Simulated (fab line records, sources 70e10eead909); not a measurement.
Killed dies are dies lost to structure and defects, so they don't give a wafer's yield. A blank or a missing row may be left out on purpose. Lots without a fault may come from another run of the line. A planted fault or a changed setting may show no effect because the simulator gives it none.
A struck lot beside a sound one | flow nand_harc | 11 steps out of a route of 1302
Sound: wafers L692.3, L692.4, L692.6. Struck: wafers L699.1, L699.4, L699.6. The cause comes at the end.
At each step with rows: each side's tool, then ch and its chambers, then its first start. Under that, the readings that differ: sound wafers | struck wafers | difference of the means | sigmas: that difference in standard deviations of wafers without a fault.
alike: readings whose means differ by less than 2 such deviations, and words and numbers that are the same on both sides. not compared: withheld readings, readings that some wafer has no value for, bounds like >300 that may hide the same value, and numbers for which the record gives no deviation and whose values overlap.
The two part at a step that has a row with sigmas, a row that says differs or no value, or rows on one side only. Numbers that don't overlap but have no deviation are shown without sigmas and don't part them. A reading that every wafer of one side lacks parts them only if that side has two wafers or more.

first, 8 steps without rows for these wafers: NHARC_A_CHANNEL_HOLE_D2_EXPOSE_07 (exposes mask HOLE D2, target cd 100 nm); NHARC_A_CHANNEL_HOLE_D2_PEB_08 (peb time 65 s); NHARC_A_CHANNEL_HOLE_D2_DEVELOP_09 (develop time 35 s); NHARC_A_CHANNEL_HOLE_D2_DESCUM_15 (chemistry O2, time 3 s); NHARC_A_CHANNEL_HOLE_D2_ETCH_38 (etches the open film in CF4, target depth 39 nm, time 65 s); NHARC_A_CHANNEL_HOLE_D2_ETCH_39 (etches the open film in N2/H2, target depth 260 nm, time 325 s); NHARC_A_CHANNEL_HOLE_D2_ETCH_34 (etches the open film in CF4/CHF3, target depth 154 nm, time 77 s); NHARC_A_CHANNEL_HOLE_D2_ETCH_16 (etches the open film in O2/COS, target depth 3100 nm, time 806 s).
NHARC_A_CHANNEL_HOLE_D2_ETCH_19: etches the open film in C4F8/O2/Ar, time 34.5 s.
  sound on har_etch-01 ch 0,1, day 15 23:44; struck on har_etch-01 ch 1, day 19 01:58
  no value came back on the struck wafers for any of 5 readings (bias_v (V), c4f8_flow_sccm (sccm) and others); on the sound wafers bias_v (V) reads 1209 1218 1214
  not compared: rf_hours_counter_h
then, 1 step without rows for these wafers: NHARC_A_CHANNEL_HOLE_D2_ETCH_20 (etches the open film in C4F8/O2/Ar, time 361.9 s, target depth 1600 nm).
-- the record jumps here: 11 days lie between the struck wafers' starts before and after (it left off in module A_CHANNEL_HOLE_D2 and takes up again in module END, whose first step shown is number 1302 of the route) --
NHARC_END_SORT_01:
  the record has rows for the struck wafers here (prober-02 ch 0, day 30 10:26) and none for the sound ones

WHERE THEY PART
First at NHARC_A_CHANNEL_HOLE_D2_ETCH_19; last, within this record, at NHARC_END_SORT_01.

WHY: what the simulator had put in
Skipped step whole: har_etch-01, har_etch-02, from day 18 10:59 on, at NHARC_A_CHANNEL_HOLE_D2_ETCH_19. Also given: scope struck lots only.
